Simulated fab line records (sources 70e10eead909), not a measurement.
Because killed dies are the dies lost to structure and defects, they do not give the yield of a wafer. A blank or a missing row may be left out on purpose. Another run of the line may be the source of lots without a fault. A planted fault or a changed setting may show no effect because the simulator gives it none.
Which tool did it? + flow nand harc + 14 lots, 41 wafers sampled, at 5 steps of a route of 1302

== WHAT THE GAUGES SHOWED, per wafer ==
NHARC_A_DECK1_JOINT_THK_MEAS_14: measures by ellipsometry. Usual: thk nm 50.7 nm, standard deviation 1.7.
| lot  | measured     | on            | thk nm (nm)    | flag |
|------|--------------|---------------|----------------|------|
| L286 | day 12 08:05 | film metro-02 | 52.6 49.8 51.9 |      |
| L285 | day 12 08:05 | film metro-02 | 51.1 47.8 50.3 |      |
| L287 | day 12 22:32 | film metro-02 | 50.3 48.7 53.5 |      |
| L284 | day 13 21:52 | film metro-02 | 51.4 51.8 50.5 |      |
| L290 | day 14 04:40 | film metro-02 | 49.2 51.1 48.6 |      |
| L291 | day 14 12:01 | film metro-02 | 47.5 49.6 47.1 |      |
| L292 | day 15 04:16 | film metro-01 | 50.6 50.5 53.5 |      |
| L293 | day 15 08:06 | film metro-02 | 50.7 50.2 51.6 |      |
| L294 | day 16 04:25 | film metro-02 | 50.2 50.8 47.5 |      |
| L296 | day 17 08:20 | film metro-01 | 51.5 49.7 48.2 |      |
| L299 | day 17 18:38 | film metro-01 | 48.7 48.9 49.7 |      |
| L298 | day 17 18:38 | film metro-02 | 47.9 50.5 50.8 |      |
| L303 | day 19 23:41 | film metro-02 | 51.8 51.5      |      |
| L306 | day 20 13:27 | film metro-02 | 49.1 51.1 53.5 |      |

NHARC_A_ONON_D2_THK_MEAS_21: measures by ellipsometry. Usual: thk nm 1002 nm, standard deviation 8.7.
| lot  | measured     | on            | thk nm (nm)    | flag |
|------|--------------|---------------|----------------|------|
| L286 | day 13 16:30 | film metro-02 | 1002 1002 1002 |      |
| L285 | day 13 16:30 | film metro-02 | 1008 1007 1008 |      |
| L287 | day 14 10:40 | film metro-02 | 1006 1006 1005 |      |
| L284 | day 15 20:14 | film metro-01 | 1006 1003 1003 |      |
| L290 | day 15 20:15 | film metro-02 | 1008 1008 1009 |      |
| L291 | day 16 01:04 | film metro-02 | 991 991 992    |      |
| L292 | day 16 15:11 | film metro-01 | 998 997 996    |      |
| L293 | day 16 15:11 | film metro-01 | 997 998 998    |      |
| L294 | day 17 17:16 | film metro-02 | 1014 1013 1016 |      |
| L296 | day 18 22:35 | film metro-02 | 1003 1002 1003 |      |
| L299 | day 19 02:49 | film metro-02 | 1003 1004 1004 |      |
| L298 | day 19 02:49 | film metro-01 | 1001 1002 1003 |      |
| L303 | day 21 12:13 | film metro-02 | 985 984        |      |
| L306 | day 22 03:49 | film metro-01 | 1004 1004 1003 |      |

NHARC_A_ONON_D2_THK_MEAS_24: measures by ellipsometry. Usual: thk nm 1003 nm, standard deviation 11.
| lot  | measured     | on            | thk nm (nm)    | flag |
|------|--------------|---------------|----------------|------|
| L286 | day 13 17:05 | film metro-02 | 1010 1009 1009 |      |
| L285 | day 13 17:04 | film metro-02 | 996 996 996    |      |
| L287 | day 14 11:14 | film metro-02 | 1006 1008 1006 |      |
| L284 | day 15 20:48 | film metro-02 | 1001 1001 1001 |      |
| L290 | day 15 20:49 | film metro-01 | 998 999 999    |      |
| L291 | day 16 01:38 | film metro-01 | 996 997 999    |      |
| L292 | day 16 15:45 | film metro-01 | 1018 1016 1017 |      |
| L293 | day 16 15:45 | film metro-01 | 1009 1010 1010 |      |
| L294 | day 17 17:50 | film metro-01 | 989 991 989    |      |
| L296 | day 18 23:09 | film metro-02 | 1004 1007 1007 |      |
| L299 | day 19 03:23 | film metro-01 | 973 972 972    |      |
| L298 | day 19 03:23 | film metro-02 | 993 995 993    |      |
| L303 | day 21 12:47 | film metro-01 | 1015 816       | OFF  |
| L306 | day 22 04:23 | film metro-02 | 997 996 798    | OFF  |

== WHICH TOOL RAN EACH LOT (tool, then ch and the chambers of the sampled wafers, then the start) ==
| lot  | NHARC_A_DECK1_JOINT_ETCHBACK_07  | NHARC_A_ONON_D2_DEP_22           |
|------|----------------------------------|----------------------------------|
| L286 | rie si-02 ch 0,1,3, day 11 21:32 | pecvd onon-02 ch 0, day 13 16:34 |
| L285 | rie si-05 ch 1,2, day 11 21:34   | pecvd onon-04 ch 0, day 13 16:33 |
| L287 | rie si-02 ch 1,2,3, day 12 12:01 | pecvd onon-01 ch 0, day 14 10:47 |
| L284 | rie si-05 ch 0,2,3, day 13 11:19 | pecvd onon-01 ch 0, day 15 20:18 |
| L290 | rie si-06 ch 0,1,2, day 13 18:10 | pecvd onon-04 ch 0, day 15 20:22 |
| L291 | rie si-06 ch 0,1,2, day 14 01:25 | pecvd onon-04 ch 0, day 16 01:08 |
| L292 | rie si-02 ch 1,3, day 14 17:55   | pecvd onon-04 ch 0, day 16 15:14 |
| L293 | rie si-06 ch 0,2,3, day 14 21:33 | pecvd onon-01 ch 0, day 16 15:15 |
| L294 | rie si-02 ch 1,3, day 15 17:50   | pecvd onon-01 ch 0, day 17 17:20 |
| L296 | rie si-02 ch 1,2,3, day 16 20:38 | pecvd onon-01 ch 0, day 18 22:38 |
| L299 | rie si-06 ch 1,3, day 17 08:05   | pecvd onon-01 ch 0, day 19 02:52 |
| L298 | rie si-02 ch 0,1,3, day 17 08:05 | pecvd onon-02 ch 0, day 19 02:52 |
| L303 | rie si-02 ch 0,1, day 19 13:08   | pecvd onon-01 ch 0, day 21 12:16 |
| L306 | rie si-06 ch 0,1,3, day 20 02:19 | pecvd onon-01 ch 0, day 22 03:53 |
- NHARC_A_DECK1_JOINT_ETCHBACK_07: etches the open film in HBr, target depth 105 nm, time 26.9 s.
- NHARC_A_ONON_D2_DEP_22: target thk 1000 nm.

== WHAT THE TOOLS THEMSELVES READ (means of the sampled wafers that have a number; where no wafer has one, the mark that the record gives instead) ==
NHARC_A_DECK1_JOINT_ETCHBACK_07. Usual: drypump motor current A 5.4 A, standard deviation 0.35; oes product au 1.001 a.u., standard deviation 0.012; throttle valve pct 23.267 %, standard deviation 0.0091.
| lot  | tool      | drypump motor current A (A) | oes product au (a.u.) | throttle valve pct (%) | flag |
|------|-----------|-----------------------------|-----------------------|------------------------|------|
| L286 | rie si-02 | 5.5                         | 1.011                 | 23.269                 |      |
| L285 | rie si-05 | 5.4                         | 0.991                 | 23.277                 |      |
| L287 | rie si-02 | 5.7                         | 1.025                 | 23.268                 |      |
| L284 | rie si-05 | 5.3                         | 1.000                 | 23.265                 |      |
| L290 | rie si-06 | 5.3                         | 0.995                 | 23.269                 |      |
| L291 | rie si-06 | 5.2                         | 1.009                 | 23.260                 |      |
| L292 | rie si-02 | 5.8                         | 1.013                 | 23.257                 |      |
| L293 | rie si-06 | 5.2                         | 0.990                 | 23.276                 |      |
| L294 | rie si-02 | 5.7                         | 0.997                 | 23.266                 |      |
| L296 | rie si-02 | 5.7                         | 0.998                 | 23.273                 |      |
| L299 | rie si-06 | 5.3                         | 1.000                 | 23.260                 |      |
| L298 | rie si-02 | 5.5                         | 1.012                 | 23.265                 |      |
| L303 | rie si-02 | 5.2                         | 1.000                 | 23.270                 |      |
| L306 | rie si-06 | 5.1                         | 1.008                 | 23.273                 |      |

== THE ANSWER, worked out from the rows above alone ==
Rule: a lot counts as off when the mean over its wafers that have a number is more than 3 standard deviations away from the usual mean. A lot without any number at a reading at which 4 lots or more have one is off too. All remaining lots with rows at the step are treated as sound. First the gauges in route order, then the tools' own readings, where a lot's mean is used as printed above. The first step at which some lot is off is used, and at that step the reading that is off furthest; a lot without a number counts as furthest.
Off at NHARC_A_ONON_D2_THK_MEAS_24 (thk nm): L303, L306.
If a tool, at a process step before that reading, ran all the lots that are off and no sound lot after the first of them, it fits. Those tools and the gauges at NHARC_A_ONON_D2_THK_MEAS_24 are tried in the same way. One candidate fits, namely pecvd onon-01 at NHARC_A_ONON_D2_DEP_22. A fault onset in the window from L299 (day 19 02:52, its last sound lot) to L303 (day 21 12:16, its first lot off) fits.

== WHAT WAS PUT IN BY THE SIMULATOR ==
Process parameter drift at NHARC_A_ONON_D2_DEP_22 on pecvd onon-01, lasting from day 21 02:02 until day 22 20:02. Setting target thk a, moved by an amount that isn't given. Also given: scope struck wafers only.
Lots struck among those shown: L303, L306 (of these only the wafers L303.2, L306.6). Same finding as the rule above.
